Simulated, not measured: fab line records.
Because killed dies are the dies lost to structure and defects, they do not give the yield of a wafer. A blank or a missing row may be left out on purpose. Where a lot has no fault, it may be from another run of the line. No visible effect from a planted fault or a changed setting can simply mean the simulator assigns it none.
Problem report in the 8D (eight disciplines) form, filled by code :: flow nand-harc :: the parts of the form that need people (team, actions taken, sign-off) are left out

== 1. PROBLEM STATEMENT ==
time-to-endpoint-s at NHARC_A_M1_CMP_23 reads a mean of 12.9 s on 3 wafers of 1 lot; wafers without a fault read 29.2 s with a standard deviation of 2.4. That puts it -6.8 standard deviations away from the usual mean.
The step: polishes, t overpolish 20 s, target thk 154.34 nm.
First observed at day 26 05:13: wafer L507.2, on cmp-03. At this step, 36 wafers from 12 lots have a number in the record. By rule, "out" or "out of limits" means more than 4 standard deviations away from the usual mean. The rest of the wafers with a number are treated as sound.

== 2. WHAT IT IS; WHAT IT IS NOT ==
question: which readings at this step
is: time-to-endpoint-s
is not: edge-zone-pressure-frac, motor-current-A

question: which lots
is: L507
is not: L501, L503, L504, L505, L506, L515, L518, L519, L522, L523, L524

question: which wafers of those lots
is: all that have a number
is not: -

question: read on which tools
is: cmp-03
is not: cmp-02, cmp-04

question: when
is: from day 26 05:13
is not: up to then (15 sound wafers); but 18 sound wafers of L515, L518, L519, L522, L523, L524 came after

== 3. THE SUSPECTS, EACH WITH WHAT RULES IT OUT ==
Counting: a tool at a process step up to the reading stays a suspect if it ran every lot that is out and no sound lot after the first of them.
- pvd-sputter-03 at NHARC_A_M1_PRE_CLEAN_30 (time 30 s): ruled out as a lasting fault. The sound lots L519, L522, L524, L523 went through it after L507, its earliest lot that is out (day 26 04:29). Because NHARC_A_M1_PRE_CLEAN_30 lacks a start for some lots, the hours and order of its lots are taken from NHARC_A_M1_ECD_22.
- ecd-cu-01 at NHARC_A_M1_ECD_22 (material Cu, target thk 400 nm): ruled out as a lasting fault. The sound lots L519, L522, L524, L523 went through it after L507, its earliest lot that is out (day 26 04:29).
- cmp-03 at NHARC_A_M1_CMP_23 (polishes, t overpolish 20 s, target thk 154.34 nm): ruled out as a lasting fault. The sound lots L518, L524, L523 went through it after L507, its earliest lot that is out (day 26 05:13).
Left after counting: nothing in the record.

== 4. THE CAUSE (what the simulator had put in) ==
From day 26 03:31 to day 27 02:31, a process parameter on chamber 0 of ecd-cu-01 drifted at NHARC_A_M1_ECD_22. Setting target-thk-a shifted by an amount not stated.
It was ruled out by counting, in error; the rule expects a fault to strike all lots run on its tool from its start on, and this fault did not.

== 5. THE EFFECT CHAIN, in route order ==
Each row: a reading whose mean over the struck wafers that have a number lies more than 3 standard deviations from the usual. Scope: only readings with a usual standard deviation given in the record; hours: median across lots of the time from each lot's start at the first step in this table that gives one to its start at this step; sigmas: change in usual standard deviations.
hours: 0
step: NHARC_A_M1_CMP_23
reading: time-to-endpoint-s
usual: 29.2 s
on struck wafers: 12.9
change: -16.3
sigmas: -6.8
Its process steps:
- NHARC_A_M1_CMP_23: polishes, t overpolish 20 s, target thk 154.34 nm.

== 6. HOW IT WOULD HAVE BEEN CAUGHT EARLIER ==
In this record no reading fell out of limits until day 26 05:13, 2 hours after the fault had begun at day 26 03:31.
Tool readings at NHARC_A_M1_ECD_22 with a usual standard deviation given in the record: none out on any struck wafer, hence no alarm at a limit of 4 standard deviations on them.
